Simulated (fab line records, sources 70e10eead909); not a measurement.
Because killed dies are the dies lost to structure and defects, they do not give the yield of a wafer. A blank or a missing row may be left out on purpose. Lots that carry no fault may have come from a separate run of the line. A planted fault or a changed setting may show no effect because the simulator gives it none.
fab line records | flow nand_harc
[record] lots = 7 wafers = 21 last_day = 31
route steps=1302 shown P_M0@266
lots that met no fault: from a run of the same line without faults
start_h: start of the lot's first displayed wafer, in hours after the record's first day | wait_h: how many hours have passed since the lot's step before this one | " unchanged from the row above | L1.1+2: one row covering several wafers at once | - no value present, or no start provided | * or withheld: withheld | < > ~ a bound
route shown NAME@n: names a module that has steps shown in the file, with the first one's number in the route | usual: mean and standard deviation over wafers with no fault | same: alike in all rows | chamber/n: place in a boat | sites: per-site readings | _std_site: standard deviation of those values | _edge_site: outer sites' mean less inner sites' | radius_mm: how far each site lies from the wafer's centre | mask NAME#n: copy n | behind: the tool/chamber that last shaped the wafer | hold: reason for holding the lot/hours on hold/outcome of the hold | device: whichever transistor did not switch (one of n, p or np) | end of line: tests run on the same wafers once the route is complete | a step without rows: its recipe alone | killed: at the first sort, the dies lost to defects and structure; wafer yield is something else | map: a wafer's dies, x killed, . not, _ none there
set.NAME: setting as actually run; set.NAME@STEP: the setting as run at that earlier step | model.NAME: the simulator's own value behind a step, which no gauge read
lots at some steps of the route; a table a step, a row a wafer
services: when a tool's chamber went out of use (start_h, in hours from the record's first day, below 0 if earlier), for how many hours, and the reason
[[steps]]
[step NHARC_P_M0_DESCUM_14]
[recipe] time_s = 3 o2_flow_sccm = 200 ar_flow_sccm = 0 bias_power_w = 0 chemistry = O2
[usual] drypump_motor_current_A = 5.7/0.43 oes_product_au = 0.997/0.013 rf_vpp_V = 57.7/0.92 showerhead_plenum_p_Torr = 1.89/0.081 throttle_valve_pct = 11.311/0.0095
// columns lot.wafer tool chamber start_h wait_h drypump_motor_current_A oes_product_au rf_hours_counter_h rf_vpp_V showerhead_plenum_p_Torr throttle_valve_pct
L883.4 rie_diel-02 0 183.17 0.1 5.2 1.005 22 57.5 1.91 11.308
L883.3 " 2 " " 5.8 0.981 22 57.4 1.88 11.321
L883.5 " 0 " " 5.2 0.993 - 57.2 1.91 11.313
L884.2 rie_diel-05 0 187.55 0.1 5.4 1.019 37 58.2 1.97 11.310
L884.5 " 0 " " 5.4 1.020 - 57.6 1.97 11.304
L884.6 " 1 " " 5.2 1.018 - 58.1 1.85 11.305
L885.3 rie_diel-02 1 201.05 0.1 5.3 1.009 25 56.4 1.80 11.310
L885.1 " 2 " " 5.8 0.982 24 57.0 1.88 11.313
L885.2 " 3 " " 6.1 1.001 20 57.4 1.77 11.309
L895.3 rie_diel-09 0 310.70 0.1 6.0 1.003 56 56.3 1.83 11.318
L895.6 " 3 " " 5.8 0.977 - 58.0 1.94 11.328
L895.5 " 0 " " 6.0 1.005 - 56.9 1.83 11.307
L896.1 rie_diel-02 2 317.24 0.1 5.8 1.012 18 56.3 1.87 11.323
L896.2 " 1 " " 5.3 0.997 19 58.1 1.80 11.310
L896.6 " 0 " " 5.2 0.997 - 58.1 1.90 11.313
L897.2 rie_diel-02 0 320.93 0.1 5.2 0.985 21 58.0 1.90 11.307
L897.6 " 1 " " 5.3 0.979 - 58.3 1.80 11.314
L897.5 " 2 " " 5.8 1.002 - 58.6 1.87 11.329
L898.3 rie_diel-05 0 332.71 0.1 5.4 1.000 33 58.0 1.95 11.320
L898.2 " 1 " " 5.3 1.008 35 57.1 1.84 11.305
L898.1 " 3 " " 5.2 0.978 34 57.9 1.84 11.321
[step NHARC_P_M0_ETCH_34]
[recipe] target_depth_a = 400 overetch_a = 120 time_s = 43.94 ion_energy_ev = 200 n2_flow_sccm = 150 h2_flow_sccm = 150 ar_flow_sccm = 0 rf_w = 400 bias_w = 150 chemistry = N2/H2
[usual] drypump_motor_current_A = 5.7/0.44 h2_flow_sccm = 150.0/0.47 oes_product_au = 0.997/0.015 rf_vpp_V = 429.8/2.7 showerhead_plenum_p_Torr = 2.01/0.093 throttle_valve_pct = 14.172/0.0099
// columns lot.wafer tool chamber start_h wait_h drypump_motor_current_A h2_flow_sccm oes_product_au rf_hours_counter_h rf_vpp_V showerhead_plenum_p_Torr throttle_valve_pct
L883.4 rie_diel-02 0 183.25 0.1 5.2 149.6 0.993 22 431.0 2.04 14.178
L883.3 " 2 " " 5.9 150.0 0.990 22 429.6 2.00 14.165
L883.5 " 1 " " 5.3 150.4 1.000 - 427.3 1.92 14.202
L884.2 rie_diel-05 3 187.65 0.1 5.2 149.3 1.002 39 429.9 1.98 14.174
L884.6 " 0 " " 5.4 149.5 1.018 - 433.1 2.10 14.172
L884.5 " 1 " " 5.3 150.5 1.022 - 429.9 1.97 14.166
L885.1 rie_diel-02 1 201.13 0.1 5.3 150.0 0.994 25 426.0 1.92 14.176
L885.2 " 3 " " 6.1 150.1 0.994 20 424.5 1.88 14.171
L885.3 " 0 " " 5.2 149.7 0.990 25 431.9 2.04 14.186
L895.3 rie_diel-09 2 310.81 0.1 6.1 150.0 0.955 54 433.2 2.20 14.167
L895.5 " 1 " " 6.3 150.2 0.985 - 434.5 2.18 14.163
L895.6 " 2 " " 6.1 150.6 0.970 - 434.3 2.20 14.189
L896.2 rie_diel-02 0 317.35 0.1 5.2 150.5 0.982 20 428.6 2.03 14.188
L896.1 " 2 " " 5.9 150.4 1.008 18 428.9 1.99 14.172
L896.6 " 0 " " 5.2 149.6 0.990 - 431.0 2.03 14.173
L897.2 rie_diel-02 0 321.11 0.2 5.2 151.7 0.996 21 429.9 2.03 14.185
L897.5 " 0 " " 5.2 150.2 0.997 - 430.6 2.03 14.162
L897.6 " 2 " " 5.9 149.4 1.015 - 429.1 1.99 14.176
L898.3 rie_diel-05 0 332.80 0.1 5.4 149.9 0.988 33 433.5 2.08 14.185
L898.2 " 1 " " 5.3 149.8 1.016 35 429.1 1.95 14.157
L898.1 " 2 " " 6.7 150.0 1.004 37 430.2 2.02 14.177
[step NHARC_P_M0_ETCH_15]
[recipe] target_depth_a = 1500 overetch_a = 150 time_s = 82.5 c4f8_flow_sccm = withheld ar_flow_sccm = 400 rf_w = 600 bias_w = 300 chemistry = C4F8/Ar
[step NHARC_P_M0_CD_MEAS_16]
[usual] cd_nm = 90.0/1.1
// columns lot.wafer tool chamber start_h wait_h cd_nm
L883.3 cd_sem-01 - 183.48 - 89.4
L883.4 " - " " 89.1
L883.5 " - " " 89.6
L884.2 cd_sem-01 - 187.85 - 91.2
L884.5 " - " " 91.1
L884.6 " - " " 91.9
L885.1 cd_sem-02 - 201.35 - 89.9
L885.2 " - " " 89.8
L885.3 " - " " 89.7
L895.3 cd_sem-01 - 311.03 - 89.1
L895.5 " - " " 88.0
L895.6 " - " " 90.2
L896.1 cd_sem-01 - 317.59 - 90.1
L896.2 " - " " 89.5
L896.6 " - " " 89.9
L897.2 cd_sem-01 - 321.36 - 90.9
L897.5 " - " " 90.8
L897.6 " - " " 87.4
L898.1 cd_sem-02 - 333.02 - 88.9
L898.2 " - " " 90.7
L898.3 " - " " 89.1
[step NHARC_P_M0_STRIP_18]
[recipe] power_w = 1000 n2_flow_sccm = 150 h2_flow_sccm = 150 ar_flow_sccm = 0 bias_w = 0 chemistry = N2/H2
[usual] drypump_motor_current_A = 5.7/0.49 h2_flow_sccm = 150.0/0.46 oes_product_au = 0.997/0.014 rf_vpp_V = 90.4/0.91 showerhead_plenum_p_Torr = 2.01/0.086 throttle_valve_pct = 14.172/0.0083
// columns lot.wafer tool chamber start_h wait_h drypump_motor_current_A h2_flow_sccm oes_product_au rf_hours_counter_h rf_vpp_V showerhead_plenum_p_Torr throttle_valve_pct
L883.3 rie_diel-09 2 183.59 0.1 6.1 150.3 0.978 9 91.5 2.21 14.178
L883.4 " 3 " " 5.8 149.6 0.968 10 90.4 2.08 14.167
L883.5 " 0 " " 6.0 150.0 1.007 - 92.0 1.97 14.172
L884.2 rie_diel-02 1 187.98 0.1 5.3 150.3 1.004 22 88.6 1.92 14.181
L884.5 " 3 " " 6.1 150.0 1.005 - 90.8 1.88 14.173
L884.6 " 0 " " 5.2 149.6 0.986 - 91.3 2.04 14.165
L885.1 rie_diel-02 0 201.42 0.1 5.2 150.5 0.996 25 90.5 2.04 14.160
L885.2 " 1 " " 5.3 149.4 1.009 25 91.5 1.92 14.174
L885.3 " 3 " " 6.1 149.5 0.992 20 89.3 1.88 14.165
L895.3 rie_diel-05 3 311.12 0.1 5.3 150.4 0.982 27 90.3 1.96 14.174
L895.5 " 2 " " 6.7 150.1 0.995 - 89.9 2.02 14.177
L895.6 " 3 " " 5.3 150.7 0.990 - 91.1 1.96 14.165
L896.1 rie_diel-02 2 317.70 0.1 5.8 150.2 1.007 18 91.0 1.99 14.180
L896.2 " 0 " " 5.2 149.9 0.980 21 91.3 2.03 14.178
L896.6 " 1 " " 5.3 150.1 0.979 - 89.8 1.91 14.168
L897.2 rie_diel-02 1 321.60 0.2 5.3 150.3 0.979 20 89.3 1.91 14.156
L897.6 " 0 " " 5.2 149.9 0.985 - 91.9 2.03 14.191
L897.5 " 2 " " 5.8 150.5 1.008 - 89.8 1.99 14.174
L898.2 rie_diel-05 3 333.09 0.1 5.3 150.2 0.986 34 89.4 1.96 14.190
L898.3 " 0 " " 5.4 149.9 0.990 33 91.4 2.08 14.167
L898.1 " 2 " " 6.7 149.9 1.005 37 91.2 2.02 14.163
[step NHARC_P_M0_STRIP_19]
[recipe] time_s = 600 temp_c = 30 chemistry = post_etch_residue_remover
[step NHARC_P_M0_DEGAS_28]
[recipe] temp_c = 250 time_s = 60
[step NHARC_P_M0_PRE_CLEAN_29]
[recipe] time_s = 30 temp_c = 280 gas = H2/He
[step NHARC_P_M0_PVD_20]
[recipe] target_thk_a = 50 bias_v = 168.6 power_w = 15000 chamber_pressure_pa = 0.12 time_s = 8.06 substrate_temp_c = 50 material = TaN
[step NHARC_P_M0_PVD_21]
[recipe] target_thk_a = 300 chamber_pressure_pa = 5 power_w = 5000 substrate_temp_c = 30 time_s = 20.49 material = Cu
[usual] throttle_valve_pct = 30.1/1
// columns lot.wafer tool chamber start_h wait_h throttle_valve_pct
L883.3 pvd_sputter-03 - - - 31.1
L883.4 " - " " 30.0
L883.5 " - " " 30.4
L884.2 pvd_sputter-03 - - - 30.1
L884.5 " - " " 30.3
L884.6 " - " " 31.0
L885.3 pvd_sputter-01 - - - 30.8
L885.2 " - " " 31.7
L885.1 " - " " 29.2
L895.3 pvd_sputter-01 - - - 31.3
L895.6 " - " " 31.4
L895.5 " - " " 29.8
L896.2 pvd_sputter-01 - - - 31.3
L896.1 " - " " 30.5
L896.6 " - " " 31.3
L897.2 pvd_sputter-02 - - - 29.7
L897.5 " - " " 29.5
L897.6 " - " " 27.5
L898.1 pvd_sputter-01 - - - 31.3
L898.2 " - " " 31.3
L898.3 " - " " 29.6
[step NHARC_P_M0_ECD_22]
[recipe] target_thk_a = 4000 bath_temp_c = 25 material = Cu
[step NHARC_P_M0_ANNEAL_30]
[recipe] temp_c = 225 time_s = 90
[usual] wafer_temp_C_max = 226.3/0.31
// columns lot.wafer tool chamber start_h wait_h wafer_temp_C_max
L883.3 rtp_anneal-01 0 184.92 - 226.5
L883.4 " 0 " " 226.0
L883.5 " 0 " " 226.3
L884.2 rtp_anneal-02 0 189.26 - 226.3
L884.5 " 0 " " 226.4
L884.6 " 0 " " 226.1
L885.1 rtp_anneal-02 0 202.75 0.3 225.9
L885.2 " 0 " " 226.6
L885.3 " 0 " " 226.5
L895.3 rtp_anneal-01 0 312.49 0.3 226.2
L895.5 " 0 " " 226.3
L895.6 " 0 " " 226.0
L896.1 rtp_anneal-02 0 319.00 - 226.9
L896.2 " 0 " " 226.3
L896.6 " 0 " " 226.5
L897.2 rtp_anneal-01 0 322.96 0.4 226.6
L897.5 " 0 " " 226.4
L897.6 " 0 " " 226.7
L898.1 rtp_anneal-02 0 334.38 - 226.1
L898.2 " 0 " " 226.2
L898.3 " 0 " " 226.6
[step NHARC_P_M0_CMP_23]
[recipe] t_overpolish_s = 20 target_thk_nm = 117.54
[usual] edge_zone_pressure_frac = 1.000/0.0051 motor_current_A = 11.6/1 time_to_endpoint_s = 28/3.4
// columns lot.wafer tool chamber start_h wait_h edge_zone_pressure_frac motor_current_A time_to_endpoint_s
L883.3 cmp-04 2 185.19 - 1.004 11.2 27
L883.4 " 0 " " 0.991 8.9 30
L883.5 " 1 " " 0.999 12.6 31
L884.2 cmp-04 3 189.58 - 1.000 11.2 20
L884.6 " 2 " " 1.001 11.5 29
L884.5 " 3 " " 0.995 11.7 22
L885.1 cmp-04 3 203.09 - 1.004 12.0 25
L885.3 " 1 " " 1.002 12.5 27
L885.2 " 2 " " 1.000 11.2 27
L895.3 cmp-01 1 312.72 - 0.986 11.2 33
L895.6 " 1 " " 0.998 11.8 33
L895.5 " 2 " " 1.006 12.4 27
L896.1 cmp-04 2 319.34 - - - -
L896.2 " 0 " " - - -
L896.6 " 3 " " - - -
L897.2 cmp-02 2 323.33 - - - -
L897.6 " 3 " " - - -
L897.5 " 0 " " - - -
L898.3 cmp-04 3 334.72 - - - -
L898.2 " 1 " " - - -
L898.1 " 2 " " - - -
[step NHARC_P_M0_THK_MEAS_24]
[recipe] thk_meas_gauge = xrf
[usual] thk_nm = 117.1/1.8
// columns lot.wafer tool chamber start_h wait_h thk_nm
L883.3 film_metro-01 - 185.48 - 118.8
L883.4 " - " " 116.3
L883.5 " - " " 118.4
L884.2 film_metro-01 - 189.87 - 114.1
L884.5 " - " " 115.6
L884.6 " - " " 116.0
L885.1 film_metro-01 - 203.41 - 115.0
L885.2 " - " " 115.2
L885.3 " - " " 118.5
L895.3 film_metro-01 - 313.04 - 119.3
L895.5 " - " " 117.9
L895.6 " - " " 119.2
L896.1 film_metro-01 - 319.65 0.3 395.3
L896.2 " - " " 398.2
L896.6 " - " " 408.7
L897.2 film_metro-01 - 323.56 0.2 396.4
L897.5 " - " " 401.4
L897.6 " - " " 404.0
L898.1 film_metro-02 - 335.04 0.2 397.2
L898.2 " - " " 400.5
L898.3 " - " " 401.7
[step NHARC_P_M0_SRD_25]
[[services]]
// columns tool chamber start_h hours kind
cmp-02 - 166.04 2.9 repair
pvd_sputter-01 - 168.59 2.0 repair
pvd_sputter-03 - 170.00 10.0 pm
cmp-04 - 173.77 1.5 repair
cmp-01 - 185.57 4.0 pm
cmp-04 - 194.49 2.8 repair
rie_diel-05 0 199.76 1.3 repair
cmp-04 - 209.02 4.0 pm
cmp-02 - 214.79 2.6 repair
rie_diel-02 - 216.70 9.0 pm
pvd_sputter-01 - 226.00 10.0 pm
pvd_sputter-02 - 228.26 4.6 repair
rie_diel-05 - 229.60 9.0 pm
cmp-02 - 234.97 4.0 pm
cmp-04 - 248.19 1.1 repair
cmp-02 - 253.22 3.5 repair
cmp-04 - 259.39 0.9 repair
rie_diel-02 - 263.32 1.1 repair
rie_diel-05 3 264.87 4.0 repair
pvd_sputter-02 - 282.00 10.0 pm
cmp-04 - 307.02 4.0 pm
cmp-04 - 313.01 3.4 repair
rie_diel-02 3 317.08 6.3 repair
rie_diel-09 - 320.12 9.0 pm
[[key]]
[first_sign] step = NHARC_P_M0_CMP_23 reading = tool_record direction = missing
[effect] step = NHARC_P_M0_THK_MEAS_24 reading = thk_nm direction = up sigmas = 99+ usual = 117.1 struck = 400.4
met_at NHARC_P_M0_CMP_23
struck_wafers L896.1,L896.2,L896.6,L897.2,L897.5,L897.6,L898.1,L898.2,L898.3
later_rows_left_out L896.1,L896.2,L896.6,L897.2,L897.5,L897.6,L898.1,L898.2,L898.3
sort_left_out L896.1,L896.2,L896.6,L897.2,L897.5,L897.6,L898.1,L898.2,L898.3
onset_between 203.09 319.34
[fault] kind = skipped_step_whole tool = cmp-02,cmp-04 chamber = - onset_h = 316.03 steps = NHARC_P_M0_CMP_23 scope = struck_lots_only
// sort_left_out: the simulated sort isn't trusted on such a fault, so these wafers' sort isn't shown, and their yield isn't known
// later_rows_left_out: the simulator's readings of these wafers behind a module that went badly wrong aren't trusted and aren't shown, but for the sort
